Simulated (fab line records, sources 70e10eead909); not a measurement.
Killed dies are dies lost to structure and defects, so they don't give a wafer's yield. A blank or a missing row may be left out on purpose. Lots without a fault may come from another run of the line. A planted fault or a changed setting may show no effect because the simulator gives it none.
A struck lot beside a sound one | flow nand_harc | 20 steps out of a route of 1159
Sound: wafers L101.1, L101.2, L101.4. Struck: wafers L109.2, L109.4, L109.5. The cause comes at the end.
At each step with rows: each side's tool, then ch and its chambers, then its first start. Under that, the readings that differ: sound wafers | struck wafers | difference of the means | sigmas: that difference in standard deviations of wafers without a fault.
alike: readings whose means differ by less than 2 such deviations, and words and numbers that are the same on both sides. not compared: withheld readings, readings that some wafer has no value for, bounds like >300 that may hide the same value, and numbers for which the record gives no deviation and whose values overlap.
The two part at a step that has a row with sigmas, a row that says differs or no value, or rows on one side only. Numbers that don't overlap but have no deviation are shown without sigmas and don't part them. A reading that every wafer of one side lacks parts them only if that side has two wafers or more.

NHARC_P_GATE_CD_MEAS_59: target cd 720 nm.
  sound on cd_sem-02 ch 0, day 6 17:04; struck on cd_sem-02 ch 0, day 8 11:13
  alike: cd_nm
then, 1 step without rows for these wafers: NHARC_P_GATE_HARDBAKE_60 (time 80 s).
NHARC_P_GATE_DESCUM_61: chemistry O2, time 3 s.
  sound on rie_diel-06 ch 0,3, day 6 17:17; struck on rie_diel-06 ch 0,1, day 8 11:23
  alike: drypump_motor_current_A, oes_product_au, rf_vpp_V, showerhead_plenum_p_Torr, throttle_valve_pct
  not compared: rf_hours_counter_h
then, 1 step without rows for these wafers: NHARC_P_GATE_IMPLANT_62.
NHARC_P_GATE_STRIP_112: strips in N2/H2, time 200 s.
  sound on plasma_asher-01 ch 0,1, day 6 17:40; struck on plasma_asher-01 ch 0,1, day 8 11:47
  alike: drypump_motor_current_A, heater_power_w, temp_c
  not compared: rf_hours_counter_h
NHARC_P_GATE_STRIP_76: strips in O2.
  sound on plasma_asher-01 ch 0,1, day 6 17:56; struck on plasma_asher-01 ch 0,1, day 8 12:01
  alike: drypump_motor_current_A, heater_power_w, temp_c
  not compared: rf_hours_counter_h
then, 6 steps without rows for these wafers: NHARC_P_GATE_STRIP_63 (strips in SPM, time 900 s); NHARC_P_GATE_DEHYDRATE_83 (time 120 s); NHARC_P_GATE_HMDS_84 (time 30 s); NHARC_P_GATE_COAT_85; NHARC_P_GATE_SOFTBAKE_86 (time 95 s); NHARC_P_GATE_EBR_87.
NHARC_P_GATE_EXPOSE_88: exposes mask P HVN, target cd 2000 nm.
  sound on krf_scanner-02 ch 0, day 6 18:42; struck on krf_scanner-04 ch 0, day 8 12:46
  reading | sound                   | struck                           | difference | sigmas
  mask    | P_HVN#0 P_HVN#0 P_HVN#0 | P_HVN_R1#0 P_HVN_R1#0 P_HVN_R1#0 | differs    |
then, 2 steps without rows for these wafers: NHARC_P_GATE_PEB_89 (peb time 85 s); NHARC_P_GATE_DEVELOP_90 (time 70 s).
NHARC_P_GATE_CD_MEAS_91: target cd 2000 nm.
  sound on cd_sem-02 ch 0, day 6 18:51; struck on cd_sem-03 ch 0, day 8 12:56
  reading    | sound                | struck               | difference | sigmas
  cd_nm (nm) | 1999.0 1999.7 2000.3 | 2256.0 2257.4 2257.5 | +257.3     | +99 or more
then, 1 step without rows for these wafers: NHARC_P_GATE_HARDBAKE_92 (time 80 s).
NHARC_P_GATE_DESCUM_93: chemistry O2, time 3 s.
  sound on rie_diel-07 ch 0,3, day 6 19:01; struck on rie_diel-07 ch 0,2,3, day 8 13:10
  reading                 | sound          | struck         | difference | sigmas
  model.P_GATE.cd_nm (nm) | 1998 2000 2000 | 2256 2259 2257 | +258       |
  alike: drypump_motor_current_A, oes_product_au, rf_vpp_V, showerhead_plenum_p_Torr, throttle_valve_pct
  not compared: rf_hours_counter_h
then, 1 step without rows for these wafers: NHARC_P_GATE_IMPLANT_94.
-- the record jumps here: 16 days lie between the struck wafers' starts before and after (it left off in module P_GATE and takes up again in module END, whose first step shown is number 1159 of the route) --
NHARC_END_SORT_01:
  the record has rows for the struck wafers here (prober-01 ch 0, day 24 02:13) and none for the sound ones

WHERE THEY PART
First at NHARC_P_GATE_EXPOSE_88; last, within this record, at NHARC_END_SORT_01.

WHY: what the simulator had put in
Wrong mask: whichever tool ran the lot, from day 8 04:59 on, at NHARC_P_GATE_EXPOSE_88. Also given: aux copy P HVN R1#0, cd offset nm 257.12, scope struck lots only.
